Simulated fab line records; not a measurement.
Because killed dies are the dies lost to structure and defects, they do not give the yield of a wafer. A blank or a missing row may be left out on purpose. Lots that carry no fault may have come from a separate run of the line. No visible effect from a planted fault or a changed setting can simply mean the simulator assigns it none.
A single fault, viewed from 2 desks :: flow n5Finfet :: numbers are kept per desk, each desk with only its own; the story behind them comes last

## THE METROLOGY DESK
What the gauges read, lot by lot, whatever tool the lot ran on: means of the sampled wafers that have a number. The brackets show how far a lot's mean lies from the usual mean; more than 4 standard deviations puts the lot out of limits, marked OUT. Of its 26 readings 7 are shown: the one that was out of limits first, and those that lie furthest out on some lot.
Columns: A = trenchDepthNm at N5_BEOL_M13_OCD_MEAS_35, usual 412 nm; B = M13_THK at N5_BEOL_M13_THK_MEAS_50, usual 413 nm; C = M13_RS at N5_BEOL_M13_RS_MEAS_54, usual 0.0450 ohm/sq; D = COMB_M14 at N5_BEOL_M15_RC_MEAS_101, usual 3.4e-12 S/m; E = SERP_M13 at N5_BEOL_M15_RC_MEAS_101, usual 0.309 ohm/um; F = SERP_M13_max_site at N5_BEOL_M15_RC_MEAS_101, usual 0.312 ohm/um; G = SERP_M8 at N5_BEOL_M15_RC_MEAS_101, usual 14.1 ohm/um
lot: L204
first seen here: day 12 00:28
A: 411
B: 413
C: 0.0451
D: 4.0e-12
E: 0.311
F: 0.315
G: 14.5

lot: L212
first seen here: day 14 11:56
A: 410
B: 409
C: 0.0451
D: 3.7e-12
E: 0.312
F: 0.316
G: 14.0

lot: L218
first seen here: day 16 17:46
A: 490 (+17) OUT
B: 494 (+14) OUT
C: 0.0389 (-11) OUT
D: 3.0e-12
E: 0.267 (-7.9) OUT
F: 0.271 (-7.5) OUT
G: 15.2

lot: L220
first seen here: day 17 00:20
A: 580 (+37) OUT
B: 576 (+28) OUT
C: 0.0317 (-24) OUT
D: 3.6e-12
E: 0.217 (-17) OUT
F: 0.220 (-17) OUT
G: 14.1

lot: L227
first seen here: day 18 12:38
A: 413
B: 415
C: 0.0449
D: 4.1e-12
E: 0.309
F: 0.312
G: 13.9

lot: L225
first seen here: day 18 15:30
A: 413
B: 409
C: 0.0451
D: 4.6e-12
E: 0.306
F: 0.310
G: 13.7

lot: L226
first seen here: day 19 07:29
A: 415
B: 418
C: 0.0447
D: 2.9e-12
E: 0.309
F: 0.312
G: 14.4
This desk's finding: out of limits on L218, L220; first on L218, day 16 17:46 (trenchDepthNm at N5_BEOL_M13_OCD_MEAS_35). L204, L212, L227, L225, L226 stayed within limits.

## AT THE TOOL OWNER'S DESK: rieDiel-02
The tool's own readings at N5_BEOL_M13_TRENCH_ETCH_34 (etches SiOC in C4F8/O2/Ar, target depth 413.47 nm, time 162.6 s): means of the sampled wafers that have a number, for each lot that ran on this tool. The brackets show how far a lot's mean lies from the usual mean; more than 4 standard deviations puts the lot out of limits, marked OUT.
Columns: A = O2_flow_sccm at N5_BEOL_M13_TRENCH_ETCH_34, usual 8.002 sccm; B = drypumpMotorCurrentA at N5_BEOL_M13_TRENCH_ETCH_34, usual 5.7 A; C = oesProductAu at N5_BEOL_M13_TRENCH_ETCH_34, usual 0.79 a.u.; D = rfVppV at N5_BEOL_M13_TRENCH_ETCH_34, usual 665 V; E = showerheadPlenumPTorr at N5_BEOL_M13_TRENCH_ETCH_34, usual 3.41 Torr; F = throttleValvePct at N5_BEOL_M13_TRENCH_ETCH_34, usual 24.25 %
lot: L204
first seen here: day 12 00:17
A: 8.008
B: 5.9
C: 0.77
D: 667
E: 3.48
F: 24.25

lot: L212
first seen here: day 14 11:45
A: 8.002
B: 6.1
C: 0.75
D: 668
E: 3.51
F: 24.24

lot: L218
first seen here: day 16 17:35
A: 8.013
B: 5.8
C: 0.87
D: 662
E: 3.30
F: 24.43

lot: L220
first seen here: day 17 00:10
A: 8.040
B: 6.2
C: 0.97
D: 668
E: 3.50
F: 24.28
This desk's verdict: no lot among the 4 shows anything out of limits.

## PUT TOGETHER
The metrology desk could have raised an alarm at day 16 17:46, on L218, L220.
Nothing out of limits was seen by the tool owner's desk.
On record at the tool owner's desk: L218, L220, within its limits.
N5_BEOL_M13_TRENCH_ETCH_34 was run on rieDiel-02 by each of the lots named.

## WHAT THE SIMULATOR HAD INSERTED
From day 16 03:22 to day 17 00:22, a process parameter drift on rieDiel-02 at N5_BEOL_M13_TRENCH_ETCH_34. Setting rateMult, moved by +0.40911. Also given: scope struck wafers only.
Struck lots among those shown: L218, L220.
Delay in hours, fault start to first out-of-limits reading, per desk: metrology desk 14.
